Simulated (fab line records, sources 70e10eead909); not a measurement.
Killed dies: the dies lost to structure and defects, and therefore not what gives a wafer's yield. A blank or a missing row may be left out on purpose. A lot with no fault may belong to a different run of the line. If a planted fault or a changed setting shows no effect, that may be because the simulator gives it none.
The tool behind it: which one? ; flow nand harc ; 42 wafers from 14 lots sampled at 4 of the route's 1159 steps

## WHAT THE GAUGES READ, wafer by wafer
The record holds no reading of a measuring or inspecting step that can be judged against a usual standard deviation.

## WHICH TOOL RAN EACH LOT (tool, then ch and the chambers of the sampled wafers, then the start)
lot;NHARC_P_GATE_STRIP_95;NHARC_P_CONTACT_DEP_30;NHARC_P_CONTACT_DEP_00;NHARC_P_CONTACT_ALD_22
L504;plasma asher-02 ch 1, day 5 21:20;pecvd-04 ch 0,1,2, day 5 23:15;pecvd-04 ch 0,1,2, day 6 03:02 or earlier;ald metal-04 ch 0,1,2, day 6 03:02
L505;plasma asher-01 ch 0,1, day 5 23:18;pecvd-02 ch 0,1,2, day 6 01:24;pecvd-02 ch 0,1,2, day 6 05:05 or earlier;ald metal-02 ch 0,2, day 6 05:05
L506;plasma asher-02 ch 0, day 6 05:41;pecvd-03 ch 0,1, day 6 07:55;pecvd-03 ch 0,1, day 6 11:29 or earlier;ald metal-01 ch 0,2,3, day 6 11:29
L507;plasma asher-02 ch 0,1, day 6 07:13;pecvd-03 ch 0,1, day 6 09:07;pecvd-03 ch 0,1, day 6 12:41 or earlier;ald metal-04 ch 0,1,3, day 6 12:41
L509;plasma asher-01 ch 0,1, day 6 16:13;pecvd-04 ch 1,2, day 6 18:10;pecvd-04 ch 1,2, day 6 21:43 or earlier;ald metal-02 ch 0,1, day 6 21:43
L508;plasma asher-02 ch 0,1, day 6 17:04;pecvd-03 ch 0,1,2, day 6 18:58;pecvd-03 ch 0,1,2, day 6 23:00 or earlier;ald metal-04 ch 0,2,3, day 6 23:00
L510;plasma asher-02 ch 0,1, day 7 01:03;pecvd-02 ch 1,2, day 7 03:23;pecvd-02 ch 1,2, day 7 08:14 or earlier;ald metal-02 ch 0,2,3, day 7 08:14
L516;plasma asher-01 ch 0, day 8 16:23;pecvd-03 ch 0,1, day 8 18:41;pecvd-03 ch 0,1, day 8 22:16 or earlier;ald metal-04 ch 0,1, day 8 22:16
L520;plasma asher-02 ch 0,1, day 9 17:19;pecvd-02 ch 0,2, day 9 19:13;pecvd-02 ch 0,2, day 9 22:54 or earlier;ald metal-02 ch 0,2, day 9 22:54
L521;plasma asher-02 ch 0,1, day 9 18:06;pecvd-04 ch 0,1, day 9 20:10;pecvd-04 ch 0,1, day 9 23:39 or earlier;ald metal-01 ch 0,3, day 9 23:39
L523;plasma asher-01 ch 0,1, day 10 04:04;pecvd-04 ch 1,2, day 10 05:58;pecvd-04 ch 1,2, day 10 09:28 or earlier;ald metal-01 ch 0,3, day 10 09:28
L522;plasma asher-02 ch 0,1, day 10 04:29;pecvd-02 ch 1,2, day 10 06:22;pecvd-02 ch 1,2, day 10 09:52 or earlier;ald metal-02 ch 1,3, day 10 09:52
L524;plasma asher-01 ch 0,1, day 10 19:53;pecvd-03 ch 0,1,2, day 10 21:56;pecvd-03 ch 0,1,2, day 11 02:46 or earlier;ald metal-04 ch 1,2,3, day 11 02:46
L526;plasma asher-02 ch 0,1, day 11 07:39;pecvd-04 ch 0,2, day 11 09:33;pecvd-04 ch 0,2, day 11 13:23 or earlier;ald metal-02 ch 0,2,3, day 11 13:23
- NHARC_P_GATE_STRIP_95: strips in O2.
- NHARC_P_CONTACT_DEP_30: deposits SiNx, target thk 30 nm.
- NHARC_P_CONTACT_DEP_00: deposits SiO2, target thk 500 nm.
- NHARC_P_CONTACT_ALD_22: deposits TiN, target thk 3 nm, pulse time 1 s, ald cycles 150.

## AS READ BY THE TOOLS THEMSELVES (means over the sampled wafers that have a number; for cases with no such wafer, the mark the record gives instead)
NHARC_P_GATE_STRIP_95. Usual: drypump motor current A 5.7 A, standard deviation 0.33; heater power w 352 W, standard deviation 42.
lot;tool;drypump motor current A (A);heater power w (W);flag
L504;plasma asher-02;5.3;329;
L505;plasma asher-01;5.8;323;
L506;plasma asher-02;6.0;423;
L507;plasma asher-02;5.8;389;
L509;plasma asher-01;5.7;324;
L508;plasma asher-02;5.8;388;
L510;plasma asher-02;5.5;359;
L516;plasma asher-01;6.0;319;
L520;plasma asher-02;5.5;361;
L521;plasma asher-02;5.8;374;
L523;plasma asher-01;5.6;325;
L522;plasma asher-02;5.5;355;
L524;plasma asher-01;5.8;318;
L526;plasma asher-02;5.8;373;

NHARC_P_CONTACT_DEP_30. Usual: heater power w reads 737 W (standard deviation 140).
lot;tool;heater power w (W);flag
L504;pecvd-04;762;
L505;pecvd-02;632;
L506;pecvd-03;625;
L507;pecvd-03;654;
L509;pecvd-04;748;
L508;pecvd-03;783;
L510;pecvd-02;602;
L516;pecvd-03;682;
L520;pecvd-02;578;
L521;pecvd-04;751;
L523;pecvd-04;715;
L522;pecvd-02;594;
L524;pecvd-03;759;
L526;pecvd-04;804;

NHARC_P_CONTACT_DEP_00. Usual: chamber pressure Torr 6.500 Torr, standard deviation 0.014; heater power w 591 W, standard deviation 130; throttle valve pct 15.7 %, standard deviation 0.57.
lot;tool;chamber pressure Torr (Torr);heater power w (W);throttle valve pct (%);flag
L504;pecvd-04;6.507;629;15.9;
L505;pecvd-02;6.503;495;15.7;
L506;pecvd-03;6.492;510;15.4;
L507;pecvd-03;6.524;511;15.5;
L509;pecvd-04;6.496;621;15.9;
L508;pecvd-03;6.493;616;15.3;
L510;pecvd-02;6.489;488;16.0;
L516;pecvd-03;6.506;550;15.1;
L520;pecvd-02;6.491;448;15.3;
L521;pecvd-04;6.484;599;16.4;
L523;pecvd-04;6.501;611;15.5;
L522;pecvd-02;6.506;411;15.7;
L524;pecvd-03;6.484;645;15.5;
L526;pecvd-04;6.502;619;15.7;

NHARC_P_CONTACT_ALD_22. Usual: heater power w 1059 W, standard deviation 150; precursor pulse height rel 0.996, standard deviation 0.022.
lot;tool;heater power w (W);precursor pulse height rel;flag
L504;ald metal-04;1027;1.009;
L505;ald metal-02;954;0.984;
L506;ald metal-01;1117;0.977;
L507;ald metal-04;1095;1.003;
L509;ald metal-02;925;1.021;
L508;ald metal-04;1043;1.027;
L510;ald metal-02;933;1.004;
L516;ald metal-04;1135;0.999;
L520;ald metal-02;958;0.996;
L521;ald metal-01;1090;1.000;
L523;ald metal-01;1085;0.991;
L522;ald metal-02;1064;1.006;
L524;ald metal-04;1136;0.999;
L526;ald metal-02;972;0.988;

## THE ANSWER, worked out from the rows above alone
Rule: lot off if the mean of its wafers having a number is beyond 3 standard deviations from the usual mean. A lot without any number at a reading at which 4 lots or more have one is off too. Any other lot the step has rows for is counted as sound. The gauges are gone through in route order, then the tools' own readings, and for those a lot's mean is taken as printed above. The first step at which some lot is off is used, and at that step the reading that is off furthest; a lot without a number counts as furthest.
None of the lots is off at any reading shown; this tells nothing.

## WHAT THE SIMULATOR HAD PUT IN
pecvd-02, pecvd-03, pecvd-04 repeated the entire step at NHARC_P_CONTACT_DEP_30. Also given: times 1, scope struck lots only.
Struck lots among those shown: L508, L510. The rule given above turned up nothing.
